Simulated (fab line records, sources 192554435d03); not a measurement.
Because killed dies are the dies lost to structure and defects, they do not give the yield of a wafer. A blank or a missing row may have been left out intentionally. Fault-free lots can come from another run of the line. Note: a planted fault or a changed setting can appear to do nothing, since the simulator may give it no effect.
Split-lot experiment :: flow n5_finfet :: on a route of 1938 steps: 7 lots, 21 wafers read

## ON THE SPLIT
At N5_BEOL_M10_HM_DEP_02 (deposits TiN, target thk 20 nm), the setting target_thk_a was moved away from the recipe's 200 angstrom on 6 of the 21 wafers read, by -9.1% to +5.6%. The other wafers ran this setting at the recipe's value.

## FROM THE SPLIT TO THE READING: what the file shows between them, 8 steps
- N5_BEOL_M10_COAT_59: time 60 s, resist thk 100 nm
- N5_BEOL_M10_COAT_60: time 60 s, resist thk 30 nm
- N5_BEOL_M10_STRIP_68: strips in N2/H2
- N5_BEOL_M10_STRIP_67: strips in CF4
- N5_BEOL_M10_HM_OPEN_17: chemistry Cl2/BCl3, target TiN, target depth 20 nm, overetch 6 nm
- N5_BEOL_M10_STRIP_19: strips in O2
- N5_BEOL_M10_STRIP_73: strips in C4F6/O2
- N5_BEOL_M10_STRIP_36: strips in N2/H2

## THE READING
TiN_of_BEOL_M10_HM_DEP_02.thk_nm (the simulator's own value, which no gauge read), in nm, at N5_BEOL_M10_TRENCH_ETCH_37 (etches SiCOH lowk in C4F6/O2, target depth 148.83 nm, time 48 s). No usual value for it is given in the file. Here, 15 wafers ran the recipe; their average is 16.0 nm with a standard deviation of 0.26 nm.

wafer: L077.1
tool, chamber at the split: pvd_sputter-02, -
target_thk_a as run, angstrom: 200
against the recipe: recipe
TiN_of_BEOL_M10_HM_DEP_02.thk_nm, nm: 16.2
against lot-mates on the recipe: -

wafer: L077.4
tool, chamber at the split: pvd_sputter-02, -
target_thk_a as run, angstrom: 200
against the recipe: recipe
TiN_of_BEOL_M10_HM_DEP_02.thk_nm, nm: 16.2
against lot-mates on the recipe: -

wafer: L077.5
tool, chamber at the split: pvd_sputter-02, -
target_thk_a as run, angstrom: 200
against the recipe: recipe
TiN_of_BEOL_M10_HM_DEP_02.thk_nm, nm: 16.4
against lot-mates on the recipe: -

wafer: L075.2
tool, chamber at the split: pvd_sputter-03, -
target_thk_a as run, angstrom: 200
against the recipe: recipe
TiN_of_BEOL_M10_HM_DEP_02.thk_nm, nm: 15.8
against lot-mates on the recipe: -

wafer: L075.3
tool, chamber at the split: pvd_sputter-03, -
target_thk_a as run, angstrom: 200
against the recipe: recipe
TiN_of_BEOL_M10_HM_DEP_02.thk_nm, nm: 15.8
against lot-mates on the recipe: -

wafer: L075.6
tool, chamber at the split: pvd_sputter-03, -
target_thk_a as run, angstrom: 200
against the recipe: recipe
TiN_of_BEOL_M10_HM_DEP_02.thk_nm, nm: 16
against lot-mates on the recipe: -

wafer: L082.2
tool, chamber at the split: pvd_sputter-02, -
target_thk_a as run, angstrom: 200
against the recipe: recipe
TiN_of_BEOL_M10_HM_DEP_02.thk_nm, nm: 16
against lot-mates on the recipe: -

wafer: L082.4
tool, chamber at the split: pvd_sputter-02, -
target_thk_a as run, angstrom: 211.2
against the recipe: +5.6%
TiN_of_BEOL_M10_HM_DEP_02.thk_nm, nm: 17.2
against lot-mates on the recipe: +1.2

wafer: L082.5
tool, chamber at the split: pvd_sputter-02, -
target_thk_a as run, angstrom: 211.2
against the recipe: +5.6%
TiN_of_BEOL_M10_HM_DEP_02.thk_nm, nm: 17.2
against lot-mates on the recipe: +1.2

wafer: L083.2
tool, chamber at the split: pvd_sputter-01, -
target_thk_a as run, angstrom: 185.9
against the recipe: -7.1%
TiN_of_BEOL_M10_HM_DEP_02.thk_nm, nm: 14.4
against lot-mates on the recipe: -1.6

wafer: L083.6
tool, chamber at the split: pvd_sputter-01, -
target_thk_a as run, angstrom: 185.9
against the recipe: -7.1%
TiN_of_BEOL_M10_HM_DEP_02.thk_nm, nm: 14.4
against lot-mates on the recipe: -1.6

wafer: L083.3
tool, chamber at the split: pvd_sputter-01, -
target_thk_a as run, angstrom: 200
against the recipe: recipe
TiN_of_BEOL_M10_HM_DEP_02.thk_nm, nm: 16
against lot-mates on the recipe: -

wafer: L088.1
tool, chamber at the split: pvd_sputter-02, -
target_thk_a as run, angstrom: 200
against the recipe: recipe
TiN_of_BEOL_M10_HM_DEP_02.thk_nm, nm: 16.2
against lot-mates on the recipe: -

wafer: L088.2
tool, chamber at the split: pvd_sputter-02, -
target_thk_a as run, angstrom: 200
against the recipe: recipe
TiN_of_BEOL_M10_HM_DEP_02.thk_nm, nm: 16.2
against lot-mates on the recipe: -

wafer: L088.6
tool, chamber at the split: pvd_sputter-02, -
target_thk_a as run, angstrom: 200
against the recipe: recipe
TiN_of_BEOL_M10_HM_DEP_02.thk_nm, nm: 16.6
against lot-mates on the recipe: -

wafer: L089.1
tool, chamber at the split: pvd_sputter-01, -
target_thk_a as run, angstrom: 200
against the recipe: recipe
TiN_of_BEOL_M10_HM_DEP_02.thk_nm, nm: 16
against lot-mates on the recipe: -

wafer: L089.3
tool, chamber at the split: pvd_sputter-01, -
target_thk_a as run, angstrom: 200
against the recipe: recipe
TiN_of_BEOL_M10_HM_DEP_02.thk_nm, nm: 15.8
against lot-mates on the recipe: -

wafer: L089.4
tool, chamber at the split: pvd_sputter-01, -
target_thk_a as run, angstrom: 200
against the recipe: recipe
TiN_of_BEOL_M10_HM_DEP_02.thk_nm, nm: 15.8
against lot-mates on the recipe: -

wafer: L097.2
tool, chamber at the split: pvd_sputter-03, -
target_thk_a as run, angstrom: 181.9
against the recipe: -9.1%
TiN_of_BEOL_M10_HM_DEP_02.thk_nm, nm: 14
against lot-mates on the recipe: -1.6

wafer: L097.4
tool, chamber at the split: pvd_sputter-03, -
target_thk_a as run, angstrom: 181.9
against the recipe: -9.1%
TiN_of_BEOL_M10_HM_DEP_02.thk_nm, nm: 13.8
against lot-mates on the recipe: -1.8

wafer: L097.5
tool, chamber at the split: pvd_sputter-03, -
target_thk_a as run, angstrom: 200
against the recipe: recipe
TiN_of_BEOL_M10_HM_DEP_02.thk_nm, nm: 15.6
against lot-mates on the recipe: -

FIT RESULTS
A straight line over all 21 wafers: TiN_of_BEOL_M10_HM_DEP_02.thk_nm changes by +0.228 nm for each +1% of target_thk_a; r = +0.97; the points scatter about the line by 0.23 nm.
The same after taking each lot's own level away (the mean of its wafers on the recipe; 21 wafers): +0.205 nm for each +1%; r = +0.99; scatter 0.13 nm.
That fit puts the effect of the largest move of target_thk_a on the reading at 1.9 nm.
From 15.60 to 16.33 nm: that is the span of the lots' own levels, equal to 2.9 times the standard deviation above.
So the lot-to-lot level changes the slope: the two fits differ.
Check: -1.94 nm against its lot-mates is what the line predicts for one of the wafers moved furthest among these (-9.1%) when that wafer is left out of the fit. Against them it came out at -1.6 nm.

## FURTHER SPLITS ON THESE WAFERS
Other splits were also applied to these wafers ahead of the reading. Each is held against what the fit with the lots' levels taken away leaves over:
other split on the same wafers: N5_BEOL_M7_HM_DEP_02 target_thk_a
wafers away from the commonest value: 5
r with TiN_of_BEOL_M10_HM_DEP_02.thk_nm (lot level and that fit taken away): -0.06

other split on the same wafers: N5_BEOL_M8_ILD_DEP_00 time_s
wafers away from the commonest value: 6
r with TiN_of_BEOL_M10_HM_DEP_02.thk_nm (lot level and that fit taken away): +0.40

other split on the same wafers: N5_BEOL_M8_HM_DEP_02 target_thk_a
wafers away from the commonest value: 9
r with TiN_of_BEOL_M10_HM_DEP_02.thk_nm (lot level and that fit taken away): -0.25

other split on the same wafers: N5_BEOL_M9_ILD_DEP_00 time_s
wafers away from the commonest value: 5
r with TiN_of_BEOL_M10_HM_DEP_02.thk_nm (lot level and that fit taken away): -0.05

other split on the same wafers: N5_BEOL_M9_COAT_05 spin_rpm
wafers away from the commonest value: 9
r with TiN_of_BEOL_M10_HM_DEP_02.thk_nm (lot level and that fit taken away): -0.23

other split on the same wafers: N5_BEOL_M9_DEP_56 time_s
wafers away from the commonest value: 6
r with TiN_of_BEOL_M10_HM_DEP_02.thk_nm (lot level and that fit taken away): -0.35

## THE WHOLE CHAIN: every reading that the file lists as answering this split, in the file's order
step: N5_BEOL_M10_HM_DEP_02
what it does: deposits TiN, target thk 20 nm
reading: TiN_of_BEOL_M10_HM_DEP_02.thk_nm (the simulator's own value, which no gauge read)
change (the file's fit): +0.207 nm for each +1% of the setting
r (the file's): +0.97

step: N5_BEOL_M10_HM_OPEN_17
what it does: chemistry Cl2/BCl3, target TiN, target depth 20 nm, overetch 6 nm
reading: etch.depth_nm (the simulator's own value, which no gauge read)
change (the file's fit): +0.214 nm for each +1% of the setting
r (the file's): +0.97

step: N5_BEOL_M10_TRENCH_ETCH_37
what it does: etches SiCOH lowk in C4F6/O2, target depth 148.83 nm, time 48 s
reading: TiN_of_BEOL_M10_HM_DEP_02.thk_nm (the simulator's own value, which no gauge read)
change (the file's fit): +0.205 nm for each +1% of the setting
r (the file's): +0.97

## FILE'S OWN FIT
TiN_of_BEOL_M10_HM_DEP_02.thk_nm changes by +0.205 nm for each +1% of target_thk_a, r = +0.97.
